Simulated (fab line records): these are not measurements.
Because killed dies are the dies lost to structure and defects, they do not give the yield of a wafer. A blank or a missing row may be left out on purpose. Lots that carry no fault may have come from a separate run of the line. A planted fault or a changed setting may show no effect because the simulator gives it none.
Matching of chambers || flow nandHarc || NHARC_P_GATE_DESCUM_48 on rieDiel-10: 4 sister chambers
The step chemistry O2, time 3 s. 33 wafers are shown with their chamber, then 12 later ones without.

== WAFERS WITH THEIR CHAMBER ==
{"wafer": "L075.2", "chamber": 2, "showerheadPlenumPTorr (Torr)": 1.81, "drypumpMotorCurrentA (A)": 5.7, "oesProductAu (a.u.)": 1.004}
{"wafer": "L075.3", "chamber": 1, "showerheadPlenumPTorr (Torr)": 2.01, "drypumpMotorCurrentA (A)": 5.4, "oesProductAu (a.u.)": 1.010}
{"wafer": "L075.5", "chamber": 2, "showerheadPlenumPTorr (Torr)": 1.81, "drypumpMotorCurrentA (A)": 5.7, "oesProductAu (a.u.)": 1.005}
{"wafer": "L075.1", "chamber": 0, "showerheadPlenumPTorr (Torr)": 1.95, "drypumpMotorCurrentA (A)": 5.3, "oesProductAu (a.u.)": 1.003}
{"wafer": "L075.4", "chamber": 3, "showerheadPlenumPTorr (Torr)": 1.97, "drypumpMotorCurrentA (A)": 5.5, "oesProductAu (a.u.)": 0.993}
{"wafer": "L075.6", "chamber": 1, "showerheadPlenumPTorr (Torr)": 2.01, "drypumpMotorCurrentA (A)": 5.4, "oesProductAu (a.u.)": 1.008}
{"wafer": "L076.2", "chamber": 3, "showerheadPlenumPTorr (Torr)": 1.97, "drypumpMotorCurrentA (A)": 5.4, "oesProductAu (a.u.)": 1.001}
{"wafer": "L076.3", "chamber": 1, "showerheadPlenumPTorr (Torr)": 2.01, "drypumpMotorCurrentA (A)": 5.4, "oesProductAu (a.u.)": 1.017}
{"wafer": "L076.6", "chamber": 0, "showerheadPlenumPTorr (Torr)": 1.95, "drypumpMotorCurrentA (A)": 5.3, "oesProductAu (a.u.)": 1.011}
{"wafer": "L077.1", "chamber": 0, "showerheadPlenumPTorr (Torr)": 1.95, "drypumpMotorCurrentA (A)": 5.3, "oesProductAu (a.u.)": 0.997}
{"wafer": "L077.4", "chamber": 1, "showerheadPlenumPTorr (Torr)": 2.01, "drypumpMotorCurrentA (A)": 5.3, "oesProductAu (a.u.)": 1.017}
{"wafer": "L077.6", "chamber": 2, "showerheadPlenumPTorr (Torr)": 1.80, "drypumpMotorCurrentA (A)": 5.7, "oesProductAu (a.u.)": 1.011}
{"wafer": "L081.1", "chamber": 3, "showerheadPlenumPTorr (Torr)": 1.96, "drypumpMotorCurrentA (A)": 5.4, "oesProductAu (a.u.)": 1.000}
{"wafer": "L081.2", "chamber": 0, "showerheadPlenumPTorr (Torr)": 1.95, "drypumpMotorCurrentA (A)": 5.4, "oesProductAu (a.u.)": 1.000}
{"wafer": "L081.5", "chamber": 3, "showerheadPlenumPTorr (Torr)": 1.96, "drypumpMotorCurrentA (A)": 5.4, "oesProductAu (a.u.)": 1.001}
{"wafer": "L081.3", "chamber": 2, "showerheadPlenumPTorr (Torr)": 1.80, "drypumpMotorCurrentA (A)": 5.7, "oesProductAu (a.u.)": 0.997}
{"wafer": "L081.4", "chamber": 1, "showerheadPlenumPTorr (Torr)": 2.01, "drypumpMotorCurrentA (A)": 5.4, "oesProductAu (a.u.)": 1.008}
{"wafer": "L081.6", "chamber": 0, "showerheadPlenumPTorr (Torr)": 1.95, "drypumpMotorCurrentA (A)": 5.3, "oesProductAu (a.u.)": 0.987}
{"wafer": "L080.2", "chamber": 0, "showerheadPlenumPTorr (Torr)": 1.95, "drypumpMotorCurrentA (A)": 5.3, "oesProductAu (a.u.)": 1.003}
{"wafer": "L080.3", "chamber": 1, "showerheadPlenumPTorr (Torr)": 2.01, "drypumpMotorCurrentA (A)": 5.4, "oesProductAu (a.u.)": 1.015}
{"wafer": "L080.5", "chamber": 1, "showerheadPlenumPTorr (Torr)": 2.01, "drypumpMotorCurrentA (A)": 5.4, "oesProductAu (a.u.)": 1.014}
{"wafer": "L080.1", "chamber": 2, "showerheadPlenumPTorr (Torr)": 1.80, "drypumpMotorCurrentA (A)": 5.7, "oesProductAu (a.u.)": 1.004}
{"wafer": "L080.4", "chamber": 3, "showerheadPlenumPTorr (Torr)": 1.96, "drypumpMotorCurrentA (A)": 5.4, "oesProductAu (a.u.)": 1.006}
{"wafer": "L080.6", "chamber": 0, "showerheadPlenumPTorr (Torr)": 1.95, "drypumpMotorCurrentA (A)": 5.3, "oesProductAu (a.u.)": 0.999}
{"wafer": "L083.1", "chamber": 3, "showerheadPlenumPTorr (Torr)": 1.96, "drypumpMotorCurrentA (A)": 5.4, "oesProductAu (a.u.)": 0.989}
{"wafer": "L083.4", "chamber": 2, "showerheadPlenumPTorr (Torr)": 1.80, "drypumpMotorCurrentA (A)": 5.7, "oesProductAu (a.u.)": 1.007}
{"wafer": "L083.5", "chamber": 0, "showerheadPlenumPTorr (Torr)": 1.95, "drypumpMotorCurrentA (A)": 5.3, "oesProductAu (a.u.)": 0.995}
{"wafer": "L085.1", "chamber": 3, "showerheadPlenumPTorr (Torr)": 1.96, "drypumpMotorCurrentA (A)": 5.4, "oesProductAu (a.u.)": 0.994}
{"wafer": "L085.2", "chamber": 0, "showerheadPlenumPTorr (Torr)": 1.95, "drypumpMotorCurrentA (A)": 5.3, "oesProductAu (a.u.)": 1.013}
{"wafer": "L085.5", "chamber": 2, "showerheadPlenumPTorr (Torr)": 1.80, "drypumpMotorCurrentA (A)": 5.7, "oesProductAu (a.u.)": 1.009}
{"wafer": "L089.4", "chamber": 0, "showerheadPlenumPTorr (Torr)": 1.95, "drypumpMotorCurrentA (A)": 5.3, "oesProductAu (a.u.)": 1.009}
{"wafer": "L089.5", "chamber": 0, "showerheadPlenumPTorr (Torr)": 1.95, "drypumpMotorCurrentA (A)": 5.3, "oesProductAu (a.u.)": 1.003}
{"wafer": "L089.6", "chamber": 1, "showerheadPlenumPTorr (Torr)": 2.00, "drypumpMotorCurrentA (A)": 5.4, "oesProductAu (a.u.)": 1.010}

SIGNATURES, as means of the wafers listed above
{"reading": "showerheadPlenumPTorr", "chamber 0": 1.9500, "chamber 1": 2.0088, "chamber 2": 1.8029, "chamber 3": 1.9629, "scatter within a chamber": 0.00359}
{"reading": "drypumpMotorCurrentA", "chamber 0": 5.309, "chamber 1": 5.388, "chamber 2": 5.700, "chamber 3": 5.414, "scatter within a chamber": 0.0302}
{"reading": "oesProductAu", "chamber 0": 1.00182, "chamber 1": 1.01238, "chamber 2": 1.00529, "chamber 3": 0.99771, "scatter within a chamber": 0.00586}
Rule: a wafer's distance from a chamber is the root of the sum, over the readings, of the square of ((its reading less the chamber's mean) divided by the reading's scatter). If the next closest chamber is less than 2 further off than the closest, the wafer can't be placed; otherwise it belongs to the closest. The scatter is the square root of a quotient: the sum, over the shown wafers, of each reading's squared deviation from its chamber's mean, divided by wafers minus chambers.

== WAFERS WITH NO CHAMBER GIVEN ==
{"wafer": "L089.1", "showerheadPlenumPTorr (Torr)": 1.80, "drypumpMotorCurrentA (A)": 5.7, "oesProductAu (a.u.)": 0.996}
{"wafer": "L089.2", "showerheadPlenumPTorr (Torr)": 1.96, "drypumpMotorCurrentA (A)": 5.4, "oesProductAu (a.u.)": 0.998}
{"wafer": "L089.3", "showerheadPlenumPTorr (Torr)": 2.00, "drypumpMotorCurrentA (A)": 5.4, "oesProductAu (a.u.)": 0.998}
{"wafer": "L094.1", "showerheadPlenumPTorr (Torr)": 1.94, "drypumpMotorCurrentA (A)": 5.3, "oesProductAu (a.u.)": 1.001}
{"wafer": "L094.2", "showerheadPlenumPTorr (Torr)": 1.96, "drypumpMotorCurrentA (A)": 5.4, "oesProductAu (a.u.)": 0.994}
{"wafer": "L094.4", "showerheadPlenumPTorr (Torr)": 2.00, "drypumpMotorCurrentA (A)": 5.3, "oesProductAu (a.u.)": 0.999}
{"wafer": "L093.2", "showerheadPlenumPTorr (Torr)": 1.96, "drypumpMotorCurrentA (A)": 5.4, "oesProductAu (a.u.)": 1.007}
{"wafer": "L093.5", "showerheadPlenumPTorr (Torr)": 2.00, "drypumpMotorCurrentA (A)": 5.3, "oesProductAu (a.u.)": 1.006}
{"wafer": "L093.6", "showerheadPlenumPTorr (Torr)": 1.80, "drypumpMotorCurrentA (A)": 5.7, "oesProductAu (a.u.)": 1.013}
{"wafer": "L097.4", "showerheadPlenumPTorr (Torr)": 1.94, "drypumpMotorCurrentA (A)": 5.3, "oesProductAu (a.u.)": 1.003}
{"wafer": "L097.5", "showerheadPlenumPTorr (Torr)": 1.95, "drypumpMotorCurrentA (A)": 5.5, "oesProductAu (a.u.)": 0.997}
{"wafer": "L097.6", "showerheadPlenumPTorr (Torr)": 1.94, "drypumpMotorCurrentA (A)": 5.3, "oesProductAu (a.u.)": 0.993}

== WHICH CHAMBER EACH WENT THROUGH ==
{"wafer": "L089.1", "from the rows above": 2, "in truth": 2}
{"wafer": "L089.2", "from the rows above": 3, "in truth": 3}
{"wafer": "L089.3", "from the rows above": 1, "in truth": 1}
{"wafer": "L094.1", "from the rows above": 0, "in truth": 0}
{"wafer": "L094.2", "from the rows above": 3, "in truth": 3}
{"wafer": "L094.4", "from the rows above": 1, "in truth": 1}
{"wafer": "L093.2", "from the rows above": 3, "in truth": 3}
{"wafer": "L093.5", "from the rows above": 1, "in truth": 1}
{"wafer": "L093.6", "from the rows above": 2, "in truth": 2}
{"wafer": "L097.4", "from the rows above": 0, "in truth": 0}
{"wafer": "L097.5", "from the rows above": "can't be placed: 3 or 0", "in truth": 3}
{"wafer": "L097.6", "from the rows above": 0, "in truth": 0}
Correct placement for 11 of the 12. Can't be placed from these rows: 1 (the true chamber is among the candidates in 1). 0 placed wrongly.
